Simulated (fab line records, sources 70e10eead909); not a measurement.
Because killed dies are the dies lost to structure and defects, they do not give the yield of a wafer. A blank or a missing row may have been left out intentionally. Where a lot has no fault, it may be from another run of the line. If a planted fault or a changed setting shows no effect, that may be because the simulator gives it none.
3 desks, one fault	flow nand-harc	each desk has only its own numbers; what lay behind them comes last

== THE DEFECT DESK ==
For each lot, the counts of the inspections along the route, averaged over the sampled wafers that have a number. The brackets show how far a lot's mean lies from the usual mean; more than 4 standard deviations puts the lot out of limits, marked OUT.
Columns: A = raw-defect-count at NHARC_P_M0_INSPECT_11, usual 4.6
lot	first seen here	A
L797	day 6 17:29	5.0
L798	day 7 01:27	3.3
L800	day 7 20:36	2.7
L801	day 8 06:55	2.3
L802	day 8 09:41	4.3
L803	day 8 23:02	2.7
L805	day 9 22:01	3.3
L806	day 10 08:34	2.3
L812	day 13 03:39	8.0
L816	day 14 04:53	4.3
L817	day 14 14:58	4.0
L818	day 15 01:02	3.7
This desk found nothing out of limits on any of the 12 lots.

== THE METROLOGY DESK ==
Lot by lot, what the gauges showed, no matter which tool ran the lot: averages of those sampled wafers that carry a number. The brackets show how far a lot's mean lies from the usual mean; more than 4 standard deviations puts the lot out of limits, marked OUT.
Columns: A = cd-nm at NHARC_P_M0_CD_MEAS_09, usual 90.4 nm
lot	first seen here	A
L797	day 6 17:22	90.5
L798	day 7 01:20	91.7
L800	day 7 20:28	90.1
L801	day 8 06:47	90.9
L802	day 8 09:34	89.3
L803	day 8 22:55	90.0
L805	day 9 21:53	89.9
L806	day 10 08:26	90.1
L812	day 13 03:32	87.3
L816	day 14 04:46	87.1 (-4.2) OUT
L817	day 14 14:50	89.8
L818	day 15 00:54	90.5
Finding of this desk: L816 out of limits; the first was L816 at day 14 04:46, on cd-nm at NHARC_P_M0_CD_MEAS_09. L797, L798, L800, L801, L802, L803, L805, L806, L812, L817, L818 stayed within limits.

== DESK OF THE TOOL OWNER: litho-track-01 ==
The tool's own readings at NHARC_P_M0_PEB_07 (peb time 65 s): means of the sampled wafers that have a number, for each lot that ran on this tool. The brackets show how far a lot's mean lies from the usual mean; more than 4 standard deviations puts the lot out of limits, marked OUT.
Columns: A = heater-power-total-W at NHARC_P_M0_PEB_07, usual 156.6 W; B = plate-temp-C at NHARC_P_M0_PEB_07, usual 100.02 C
lot	first seen here	A	B
L798	day 7 01:15	156.8	99.91
L800	day 7 20:23	156.6	100.06
L803	day 8 22:50	156.8	100.03
L812	day 13 03:27	154.7 (-4.5) OUT	99.34 (-5.2) OUT
L816	day 14 04:41	154.4 (-5.0) OUT	99.38 (-4.9) OUT
Finding of this desk: L812, L816 out of limits; the first was L812 at day 13 03:27, on heater-power-total-W at NHARC_P_M0_PEB_07. L798, L800, L803 stayed within limits.

== ALL TOGETHER ==
The tool owner's desk could have raised an alarm at day 13 03:27, on L812, L816.
L816 would have let the metrology desk raise an alarm at day 14 04:46.
The defect desk saw nothing out of limits.
The defect desk has L812, L816 on record, within its limits.
The metrology desk holds a record of L812, inside its limits.
Of the lots named, all ran NHARC_P_M0_PEB_07 on litho-track-01.

== WHAT WAS PUT IN BY THE SIMULATOR ==
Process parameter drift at NHARC_P_M0_PEB_07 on litho-track-01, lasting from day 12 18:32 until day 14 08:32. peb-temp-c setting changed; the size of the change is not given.
Struck lots among those shown: L812, L816.
Delay (hours) between the fault's onset and each desk's first out-of-limits reading: 9 at the tool owner's desk, 34 at the metrology desk.
